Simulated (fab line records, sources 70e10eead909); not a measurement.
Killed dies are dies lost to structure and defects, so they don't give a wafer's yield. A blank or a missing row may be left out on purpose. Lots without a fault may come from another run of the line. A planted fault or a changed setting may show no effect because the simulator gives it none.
Chamber matching | flow nand_harc | NHARC_A_ZERO_WELL_ETCH_19 on rie_diel-02: 4 sister chambers
The step etches the open film in N2/H2, target depth 80 nm, overetch 24 nm, time 87.88 s. 20 wafers are shown with their chamber, then 10 later ones without.

WAFERS WITH THEIR CHAMBER
wafer  | chamber | drypump_motor_current_A (A) | rf_vpp_V (V) | n2_flow_sccm (sccm)
L934.2 | 0       | 5.51                        | 428.8        | 149.3
L934.5 | 1       | 5.79                        | 431.0        | 150.4
L934.6 | 2       | 5.75                        | 435.2        | 150.7
L935.1 | 1       | 5.77                        | 430.3        | 149.6
L935.5 | 1       | 5.78                        | 429.6        | 150.0
L935.6 | 2       | 5.75                        | 435.7        | 149.8
L937.2 | 2       | 5.75                        | 434.9        | 150.6
L937.3 | 0       | 5.49                        | 429.1        | 149.6
L937.5 | 2       | 5.76                        | 432.8        | 150.0
L940.1 | 1       | 5.79                        | 429.6        | 150.2
L940.2 | 2       | 5.75                        | 433.6        | 150.3
L940.5 | 0       | 5.50                        | 428.7        | 149.8
L941.1 | 2       | 5.72                        | 434.9        | 149.5
L941.4 | 3       | 5.85                        | 434.2        | 150.6
L941.6 | 2       | 5.74                        | 434.3        | 149.8
L944.2 | 0       | 5.49                        | 429.4        | 149.9
L944.3 | 1       | 5.78                        | 430.0        | 149.5
L944.5 | 1       | 5.78                        | 430.2        | 149.2
L948.1 | 2       | 5.77                        | 433.7        | 150.4
L948.2 | 0       | 5.50                        | 429.0        | 150.1

SIGNATURES (means of the wafers above)
reading                 | chamber 0 | chamber 1 | chamber 2 | chamber 3 | scatter within a chamber
drypump_motor_current_A | 5.4980    | 5.7817    | 5.7488    | 5.8500    | 0.0113
rf_vpp_V                | 429.000   | 430.117   | 434.387   | 434.200   | 0.716
n2_flow_sccm            | 149.740   | 149.817   | 150.137   | 150.600   | 0.411
Rule: a wafer's distance from a chamber is the root of the sum, over the readings, of the square of ((its reading less the chamber's mean) divided by the reading's scatter). The wafer belongs to the nearest chamber; if the next one is less than 2 further off, it can't be placed. The scatter: the root of (the sum of the squares of (reading less its chamber's mean) over the shown wafers, divided by (wafers less chambers)).

WAFERS WITHOUT THEIR CHAMBER
wafer  | drypump_motor_current_A (A) | rf_vpp_V (V) | n2_flow_sccm (sccm)
L948.4 | 5.81                        | 428.3        | 150.7
L954.1 | 5.78                        | 428.0        | 149.5
L954.3 | 5.84                        | 435.4        | 149.4
L954.4 | 5.75                        | 433.6        | 149.4
L955.1 | 5.75                        | 434.6        | 150.1
L955.2 | 5.82                        | 433.0        | 150.0
L955.3 | 5.74                        | 430.4        | 150.2
L957.1 | 5.73                        | 433.6        | 149.6
L957.3 | 5.49                        | 428.8        | 150.1
L957.5 | 5.79                        | 435.1        | 150.0

WHICH CHAMBER EACH WENT THROUGH
wafer  | from the rows above     | in truth
L948.4 | 1                       | 1
L954.1 | 1                       | 1
L954.3 | 3                       | 3
L954.4 | 2                       | 2
L955.1 | 2                       | 2
L955.2 | can't be placed: 3 or 1 | 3
L955.3 | can't be placed: 1 or 2 | 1
L957.1 | 2                       | 2
L957.3 | 0                       | 0
L957.5 | can't be placed: 2 or 3 | 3
Placed correctly: 7 of 10. Can't be placed from these rows: 3 (the true chamber is among the candidates in 3). Placed wrongly: 0.
